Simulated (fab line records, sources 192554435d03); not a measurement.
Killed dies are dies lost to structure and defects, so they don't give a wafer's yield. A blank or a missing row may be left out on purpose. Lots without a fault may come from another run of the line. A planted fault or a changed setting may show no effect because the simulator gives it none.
fab line records | flow n5_finfet
record lots=9 wafers=25 last_day=16
route steps=1938 shown DUMMY_GATE@218 SPACER0@259 BEOL_M4@1111
lots that met no fault: from a run of the same line without faults
start_h: hours from the record's first day to the start of the lot's first wafer shown | wait_h: hours since the lot's step before | " the same as in the row above | L1.1+2: a row that stands for several wafers | - no value, or no start given | * or withheld: withheld | < > ~ a bound
route shown NAME@n: a module of which the file shows steps, and the number in the route of the first | usual: mean/standard deviation of fault-free wafers | same: alike in all rows | chamber/n: place in a boat | sites: the reading at each site | _std_site: their standard deviation | _edge_site: outer sites' mean less inner sites' | radius_mm: how far each site lies from the wafer's centre | mask NAME#n: copy n | behind: the tool/chamber that last shaped the wafer | hold: why the lot was held/for how many hours/how that ended | device: the transistor (n, p or np) that didn't switch | end of line: the same wafers' tests at the end of the route | a step without rows: its recipe alone | killed: dies lost to structure and defects at the first sort, not the wafer's yield | map: a wafer's dies, x killed, . not, _ none there
set.NAME: the setting as run; set.NAME@STEP: as run at that earlier step | model.NAME: the simulator's own value behind a step, which no gauge read
steps of the route over a sample of lots; a table a step, a row a wafer
services: from which hour (start_h, from the record's first day; less than 0 if before it) a tool's chamber was out of use, for how many hours, and why
## steps
# step N5_DUMMY_GATE_CMP_04
# recipe material=a-Si post_cmp_clean=alkaline_brush
# usual motor_current_A=10.3/1.1 pad_life_wafers=1239/590 time_to_endpoint_s=13.6/2.1
# columns lot.wafer tool chamber start_h wait_h motor_current_A pad_life_wafers time_to_endpoint_s
L646.4 cmp-01 3 55.44 0.0 10.4 222 15.1
L646.1 " 1 " " 11.4 224 16.5
L646.5 " 0 " " 11.1 - 13.4
L648.1 cmp-02 2 65.15 0.1 9.1 1537 15.5
L648.2 " 3 " " 12.5 1538 12.0
L648.3 " 0 " " 9.5 1539 9.1
L651.4 cmp-02 1 83.76 0.0 9.4 1668 11.7
L651.2 " 0 " " 9.2 1671 13.6
L651.5 " 1 " " 9.6 - 11.0
L653.3 cmp-04 3 98.88 0.0 10.0 1260 13.1
L653.1 " 1 " " 11.8 1262 13.8
L653.5 " 3 " " 10.8 - 16.4
L656.4 cmp-02 0 113.41 0.0 9.6 1902 10.2
L656.5 " 0 " " 9.9 - 10.7
L658.4 cmp-02 1 125.51 0.1 10.0 1983 13.8
L658.5 " 2 " " 9.7 - 14.1
L661.1 cmp-04 0 150.36 0.1 9.0 1688 16.3
L661.2 " 1 " " 11.5 1689 14.4
L661.5 " 2 " " 9.4 - 15.7
L662.1 cmp-04 3 152.44 0.0 9.5 1710 12.0
L662.4 " 1 " " 12.3 1712 14.0
L662.5 " 3 " " 9.7 - 11.7
L663.2 cmp-01 2 161.50 0.0 11.5 1074 12.4
L663.1 " 0 " " 10.8 1076 14.7
L663.5 " 3 " " 10.6 - 14.5
# step N5_DUMMY_GATE_ETCH_29
# recipe chemistry=N2/H2 target=underlayer target_depth_a=130 ion_energy_ev=200 pressure_mtorr=30 source_w=840 bias_w=150 n2_flow_sccm=200 h2_flow_sccm=200
# usual drypump_motor_current_A=5.8/0.55 oes_product_au=0.77/0.082 rf_vpp_V=523.8/2.9 showerhead_plenum_p_Torr=2.54/0.096 throttle_valve_pct=17.97/0.26
# columns lot.wafer tool chamber start_h wait_h drypump_motor_current_A oes_product_au rf_hours_counter_h rf_vpp_V showerhead_plenum_p_Torr throttle_valve_pct
L646.1 rie_diel-02 1 60.66 0.0 5.6 0.78 120 526.8 2.67 18.03
L646.4 " 3 " " 6.6 0.69 223 526.2 2.61 17.81
L646.5 " 3 " " 6.6 0.69 - 527.3 2.61 17.81
L648.1 rie_diel-02 0 69.99 0.0 5.1 0.70 238 519.1 2.41 18.45
L648.2 " 1 " " 5.6 0.78 122 526.7 2.67 18.04
L648.3 " 3 " " 6.6 0.70 226 526.1 2.61 17.83
L651.2 rie_diel-06 3 88.49 0.0 6.6 0.86 53 520.8 2.49 17.80
L651.4 " 1 " " 5.5 0.75 154 520.9 2.44 17.91
L651.5 " 1 " " 5.5 0.74 - 521.3 2.44 17.89
L653.1 rie_diel-05 1 103.63 0.0 5.9 0.76 154 528.2 2.65 18.14
L653.3 " 2 " " 5.4 0.77 152 525.2 2.55 18.27
L653.5 " 3 " " 5.7 0.68 - 518.4 2.40 18.20
L656.4 rie_diel-02 0 118.18 0.0 5.1 0.69 - 518.8 2.40 18.48
L656.5 " 3 " " 6.6 0.68 - 526.4 2.60 17.84
L658.4 rie_diel-02 1 130.31 0.0 5.6 0.75 - 527.3 2.66 18.07
L658.5 " 3 " " 6.6 0.67 - 526.6 2.60 17.85
L661.1 rie_diel-02 2 155.02 0.0 5.1 0.81 82 521.4 2.47 17.71
L661.2 " 0 " " 5.1 0.97 5 528.5 2.72 18.05
L661.5 " 2 " " 5.1 0.80 - 521.7 2.47 17.71
L662.1 rie_diel-05 0 157.17 0.0 5.6 0.69 249 523.8 2.50 17.95
L662.4 " 2 " " 5.4 0.75 170 525.0 2.54 18.28
L662.5 " 2 " " 5.4 0.75 - 523.3 2.54 18.29
L663.1 rie_diel-02 1 167.03 0.0 5.6 0.75 155 528.2 2.65 18.09
L663.2 " 2 " " 5.1 0.79 86 521.7 2.47 17.73
L663.5 " 1 " " 5.6 0.74 - 526.8 2.66 18.10
# step N5_DUMMY_GATE_ETCH_42
# recipe chemistry=CHF3/O2 target=SiO2 target_depth_a=35 time_s=31 ion_energy_ev=30 bias_w=12 pressure_mtorr=30 source_w=600 Ar_flow_sccm=200 CHF3_flow_sccm=50 O2_flow_sccm=5
# usual drypump_motor_current_A=5.7/0.53 mfc_ar_sccm=199.9/0.64 oes_product_au=0.77/0.082 rf_vpp_V=42.2/0.83 showerhead_plenum_p_Torr=2.41/0.086 throttle_valve_pct=18.86/0.24
# same time_s=31
# columns lot.wafer tool chamber start_h wait_h drypump_motor_current_A mfc_ar_sccm oes_product_au rf_hours_counter_h rf_vpp_V showerhead_plenum_p_Torr throttle_valve_pct
L646.1 rie_diel-02 3 61.75 0.1 6.6 199.5 0.69 224 42.2 2.48 18.79
L646.4 " 2 " " 5.1 200.3 0.85 54 42.3 2.35 18.63
L646.5 " 3 " " 6.6 200.6 0.69 - 43.1 2.48 18.77
L648.1 rie_diel-02 0 70.84 0.0 5.1 198.7 0.70 238 42.0 2.28 19.34
L648.2 " 2 " " 5.0 200.9 0.84 56 42.1 2.35 18.62
L648.3 " 1 " " 5.6 200.1 0.78 122 42.2 2.51 18.74
L651.2 rie_diel-06 2 89.37 0.1 6.5 201.1 0.79 126 41.7 2.42 18.88
L651.4 " 1 " " 5.5 199.6 0.75 155 41.4 2.32 18.76
L651.5 " 1 " " 5.5 199.9 0.75 - 41.6 2.32 18.76
L653.1 rie_diel-02 1 104.48 0.0 5.6 200.3 0.76 133 42.4 2.50 18.78
L653.3 " 0 " " 5.1 200.8 0.68 247 40.6 2.28 19.36
L653.5 " 2 " " 5.1 200.2 0.83 - 42.4 2.35 18.64
L656.4 rie_diel-02 1 119.03 0.1 5.6 200.3 0.77 - 42.5 2.50 18.78
L656.5 " 2 " " 5.1 200.5 1.15 - 42.0 2.34 18.66
L658.4 rie_diel-02 2 131.16 0.1 5.1 200.2 0.82 - 41.2 2.34 18.65
L658.5 " 1 " " 5.5 199.4 1.07 - 42.1 2.50 18.78
L661.1 rie_diel-05 2 155.98 0.0 5.4 199.7 0.75 169 41.7 2.41 19.12
L661.2 " 3 " " 5.8 200.3 0.68 245 40.3 2.28 19.04
L661.5 " 0 " " 5.6 199.4 0.69 - 42.5 2.37 18.72
L662.1 rie_diel-05 1 158.08 0.1 5.8 199.8 0.75 171 42.2 2.50 18.96
L662.4 " 3 " " 5.8 200.3 0.66 246 41.9 2.28 19.07
L662.5 " 1 " " 5.8 199.9 0.75 - 43.0 2.50 18.95
L663.1 rie_diel-05 2 168.03 0.0 5.4 199.7 0.75 174 43.3 2.40 19.14
L663.2 " 1 " " 5.8 198.7 0.75 175 42.0 2.50 18.96
L663.5 " 3 " " 5.7 200.4 0.67 - 43.5 2.28 19.05
# step N5_SPACER0_ALD_00
# recipe material=SiOCN target_thk_a=35 temp_c=400 ald_precursor_family=alkyl-aminosilane ald_co_reactant=O2/N2-plasma pulse_time_s=3 purge_time_s=2 co_reactant_purge_time_s=2 ald_cycles=58 pressure_torr=2
# usual heater_power_w=842/100 precursor_pulse_height_rel=0.998/0.019 susceptor_temp_C=399.95/0.24
# columns lot.wafer tool chamber start_h wait_h heater_power_w precursor_pulse_height_rel susceptor_temp_C
L646.1 ald_sin-01 0 62.36 0.1 1066 0.992 399.92
L646.4 " 3 " " 802 0.977 400.21
L646.5 " 1 " " 870 0.980 399.98
L648.1 ald_sin-04 2 71.27 0.1 894 0.980 400.04
L648.2 " 3 " " 716 0.999 400.18
L648.3 " 0 " " 906 1.030 400.27
L651.2 ald_sin-04 2 91.49 0.1 851 0.988 400.10
L651.4 " 1 " " 755 1.034 399.96
L651.5 " 3 " " 721 0.972 399.97
L653.1 ald_sin-01 1 104.90 0.1 878 0.994 399.86
L653.3 " 3 " " 798 0.996 399.97
L653.5 " 0 " " 1051 1.010 399.79
L656.4 ald_sin-03 3 119.44 0.1 782 0.998 400.25
L656.5 " 2 " " 858 0.974 399.73
L658.4 ald_sin-03 0 132.09 0.1 812 0.963 400.21
L658.5 " 2 " " 844 1.019 399.70
L661.1 ald_sin-03 3 156.40 0.1 764 1.011 399.78
L661.2 " 2 " " 864 1.016 399.99
L661.5 " 3 " " 798 0.984 399.66
L662.1 ald_sin-03 1 158.52 0.1 836 1.000 399.81
L662.4 " 3 " " 774 1.024 399.95
L662.5 " 1 " " 850 1.003 399.78
L663.1 ald_sin-04 1 170.84 0.1 760 1.002 399.77
L663.2 " 2 " " 863 1.004 400.15
L663.5 " 3 " " 718 1.003 400.34
# step N5_BEOL_M4_RC_MEAS_101
# usual DIBL_N=36.3/1.2 DIBL_P=36.7/1.5 IOFF_N=0.164/0.02 IOFF_P=0.214/0.024 ION_N=673/8.5 ION_P=461/5.9 SS_N=71.6/0.44 SS_P=73.3/0.55 VT_N=249.4/2.4 VT_P=-250.0/2.3
# columns lot.wafer tool chamber start_h wait_h DIBL_N[mV/V] DIBL_P[mV/V] IOFF_N[nA/um] IOFF_P[nA/um] ION_N[uA/um] ION_P[uA/um] SS_N[mV/dec] SS_P[mV/dec] VT_N[mV] VT_P[mV]
L648.1 prober-01 0 188.99 0.0 36.0 36.0 0.149 0.187 658 446 71.7 73.1 253.4 -250.9
L648.2 " 0 " " 36.0 35.6 0.144 0.178 661 452 71.4 73.0 253.4 -251.6
L648.3 " 0 " " 36.9 37.8 0.173 0.210 673 458 72.4 73.6 250.8 -251.3
L646.1 prober-01 0 194.75 0.0 35.1 36.3 0.140 0.184 657 452 71.0 72.7 250.2 -253.4
L646.4 " 0 " " 34.0 34.5 0.123 0.166 662 454 71.6 72.7 251.7 -255.6
L646.5 " 0 " " 35.6 37.5 0.162 0.199 678 459 71.6 73.4 249.5 -253.3
L651.2 prober-02 0 225.39 0.2 34.4 35.5 0.140 0.198 668 457 71.3 72.5 252.3 -248.4
L651.4 " 0 " " 36.3 37.5 0.174 0.229 675 464 71.7 73.4 248.8 -248.3
L651.5 " 0 " " 35.7 36.6 0.159 0.215 668 458 71.5 73.4 250.5 -249.8
L653.1 prober-01 0 232.24 0.0 36.3 37.8 0.171 0.235 689 472 71.7 73.8 245.1 -249.2
L653.3 " 0 " " 36.8 38.2 0.169 0.243 678 466 71.7 72.6 248.6 -249.1
L653.5 " 0 " " 36.5 37.6 0.159 0.227 676 464 71.7 73.7 250.6 -249.4
L656.4 prober-02 0 248.21 0.5 36.2 35.0 0.148 0.183 663 451 71.5 73.3 250.9 -253.0
L656.5 " 0 " " 38.1 37.1 0.184 0.224 672 457 71.5 73.8 249.2 -252.8
L658.4 prober-01 0 254.21 0.5 36.6 36.3 0.165 0.218 671 460 71.4 73.3 248.3 -249.7
L658.5 " 0 " " 36.8 36.5 0.161 0.225 678 467 72.6 73.4 253.2 -249.5
L662.1 prober-01 0 280.96 0.0 33.7 35.5 0.131 0.181 664 458 71.2 72.7 252.4 -252.3
L662.4 " 0 " " 32.4 33.5 0.114 0.160 662 455 71.1 72.2 254.5 -253.9
L662.5 " 0 " " 34.8 36.5 0.151 0.200 660 454 70.9 73.3 249.7 -249.8
L661.1 prober-02 0 282.84 0.0 35.7 36.6 0.176 0.214 678 460 71.9 73.4 248.0 -253.1
L661.2 " 0 " " 35.6 36.9 0.173 0.209 675 461 72.3 73.1 249.2 -250.9
L661.5 " 0 " " 35.6 36.2 0.174 0.202 682 459 72.5 73.6 247.9 -251.1
L663.1 prober-01 0 286.48 0.0 36.5 36.7 0.186 0.219 677 459 71.7 73.8 248.8 -249.0
L663.2 " 0 " " 35.7 35.6 0.168 0.209 691 464 71.4 73.6 247.4 -251.4
L663.5 " 0 " " 34.4 34.3 0.150 0.187 681 463 71.3 73.1 251.1 -252.3
## services
# columns tool chamber start_h hours kind
ald_sin-03 - 33.68 0.3 repair
rie_diel-05 1 35.94 9.7 repair
rie_diel-06 2 40.57 3.8 repair
cmp-02 - 48.49 7.1 pm
cmp-01 - 51.19 0.5 repair
ald_sin-01 1 59.55 1.4 repair
cmp-02 - 68.16 3.3 repair
ald_sin-03 2 78.97 1.4 repair
rie_diel-02 1 79.45 2.7 repair
ald_sin-04 - 85.12 6.0 pm
ald_sin-03 - 85.46 14.0 pm
rie_diel-05 3 87.43 14.2 repair
rie_diel-02 0 89.49 2.7 repair
rie_diel-02 2 113.09 5.5 repair
ald_sin-04 2 114.10 2.2 repair
ald_sin-03 - 114.28 0.5 repair
rie_diel-02 3 114.85 2.7 repair
ald_sin-03 - 132.48 2.8 pm
rie_diel-05 0 134.07 5.7 repair
ald_sin-04 - 136.39 2.8 pm
cmp-02 - 142.18 7.5 pm
cmp-02 - 153.77 4.0 pm
cmp-04 - 166.09 6.3 pm
ald_sin-03 - 166.32 13.6 repair
## key
first_sign step=N5_DUMMY_GATE_ETCH_42 reading=oes_product_au direction=up sigmas=4.2 usual=0.77 struck=1.11
effect none on later readings
met_at N5_DUMMY_GATE_ETCH_42
struck_lots L656,L658
struck_wafers L656.5,L658.5
not_acting_at N5_DUMMY_GATE_CMP_04,N5_DUMMY_GATE_ETCH_29,N5_SPACER0_ALD_00
onset_between 104.48 119.03
fault kind=process_parameter_drift tool=rie_diel-02 chamber=- onset_h=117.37 steps=N5_DUMMY_GATE_ETCH_42 channel=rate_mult offset=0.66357 shape=step end_h=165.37 scope=struck_wafers_only
